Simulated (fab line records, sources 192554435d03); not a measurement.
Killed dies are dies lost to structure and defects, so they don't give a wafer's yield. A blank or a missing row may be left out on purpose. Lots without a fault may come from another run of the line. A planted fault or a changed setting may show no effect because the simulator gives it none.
Split-lot experiment | flow n5_finfet | 7 lots, 21 wafers read, on a route of 1938 steps

THE SPLIT
At N5_BEOL_M3_TRENCH_ETCH_37 (etches SiOC in C4F6/O2, target depth 55.555 nm, time 29.2 s), the setting time_s was moved away from the recipe's 29.2 s on 6 of the 21 wafers read, by -19.0% to +18.7%. The other wafers ran this setting at the recipe's value.

FROM THE SPLIT TO THE READING: what the file shows between them, 2 steps
- N5_BEOL_M3_ETCH_41: etches SiCN in CH3F/O2, target depth 29.9 nm, time 52.5 s
- N5_BEOL_M3_STRIP_97: strips in N2/H2, time 10 s

THE READING
trench_depth_nm, in nm, at N5_BEOL_M3_OCD_MEAS_38. Fault-free wafers of this fab line usually give 56.2 nm, standard deviation 1.7 nm.

wafer  | tool, chamber at the split | time_s as run, s | against the recipe | trench_depth_nm, nm | against lot-mates on the recipe
L075.1 | rie_diel-06, 0             | 29.2             | recipe             | 56.3                | -
L075.4 | rie_diel-06, 3             | 29.2             | recipe             | 55.5                | -
L075.6 | rie_diel-06, 3             | 29.2             | recipe             | 55.2                | -
L077.1 | rie_diel-03, 3             | 23.65            | -19.0%             | 45.9                | -12.6
L077.4 | rie_diel-03, 2             | 29.2             | recipe             | 56.3                | -
L077.5 | rie_diel-03, 0             | 29.2             | recipe             | 60.8                | -
L084.2 | rie_diel-06, 2             | 34.61            | +18.5%             | 64.6                | +10.7
L084.4 | rie_diel-06, 1             | 29.2             | recipe             | 53.4                | -
L084.6 | rie_diel-06, 2             | 29.2             | recipe             | 54.4                | -
L090.1 | rie_diel-03, 2             | 31.96            | +9.5%              | 62.6                | +6.8
L090.4 | rie_diel-03, 0             | 31.96            | +9.5%              | 65.9                | +10.1
L090.5 | rie_diel-03, 3             | 29.2             | recipe             | 55.8                | -
L092.2 | rie_diel-06, 0             | 34.66            | +18.7%             | 66.2                | +12.8
L092.3 | rie_diel-06, 2             | 29.2             | recipe             | 53.4                | -
L092.5 | rie_diel-06, 1             | 34.66            | +18.7%             | 68.7                | +15.3
L097.3 | rie_diel-02, 1             | 29.2             | recipe             | 55.3                | -
L097.4 | rie_diel-02, 0             | 29.2             | recipe             | 55.7                | -
L097.6 | rie_diel-02, 1             | 29.2             | recipe             | 54.7                | -
L095.2 | rie_diel-03, 1             | 29.2             | recipe             | 56.1                | -
L095.3 | rie_diel-03, 0             | 29.2             | recipe             | 60.2                | -
L095.6 | rie_diel-03, 0             | 29.2             | recipe             | 59.9                | -

THE FIT
A straight line over all 21 wafers: trench_depth_nm changes by +0.576 nm for each +1% of time_s; r = +0.91; the points scatter about the line by 2.3 nm.
The same after taking each lot's own level away (the mean of its wafers on the recipe; 21 wafers): +0.704 nm for each +1%; r = +0.97; scatter 1.5 nm.
On that fit, the largest move of time_s shifts the reading by 13 nm.
The lots' own levels span 53.40 to 58.73 nm, that is 3.1 times the standard deviation above.
So the lot-to-lot level changes the slope: the two fits differ.
Check: with one of the wafers moved furthest among these (-19.0%) left out of the fit, the line predicts -13.5 nm for it against its lot-mates. It came out at -12.6 nm against them.

OTHER SPLITS ON THESE WAFERS
These wafers also went through other splits before the reading. Each is held against what the fit with the lots' levels taken away leaves over:
other split on the same wafers   | wafers away from the commonest value | r with trench_depth_nm (lot level and that fit taken away)
N5_BEOL_M0_SAQP_COAT_08 spin_rpm | 8                                    | +0.23
N5_BEOL_M0_CUTY_ETCH_63 source_w | 6                                    | +0.17
N5_BEOL_M0_DEP_125 time_s        | 7                                    | +0.32
N5_BEOL_M1_PECVD_72 time_s       | 6                                    | -0.45
N5_BEOL_M2_EXPOSE_08 dose_mj     | 7                                    | +0.18

THE WHOLE CHAIN: every reading that the file lists as answering this split, in the file's order
step                      | what it does                                                | reading                                                                   | change (the file's fit)               | r (the file's)
N5_BEOL_M3_TRENCH_ETCH_37 | etches SiOC in C4F6/O2, target depth 55.555 nm, time 29.2 s | etch.depth_nm (the simulator's own value, which no gauge read)            | +0.671 nm for each +1% of the setting | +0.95
N5_BEOL_M3_TRENCH_ETCH_37 | etches SiOC in C4F6/O2, target depth 55.555 nm, time 29.2 s | BEOL_M3.feature_depth_nm (the simulator's own value, which no gauge read) | +0.676 nm for each +1% of the setting | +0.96
N5_BEOL_M3_OCD_MEAS_38    |                                                             | trench_depth_nm                                                           | +0.682 nm for each +1% of the setting | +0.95

THE FILE'S OWN FIT
trench_depth_nm changes by +0.682 nm for each +1% of time_s, r = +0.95.
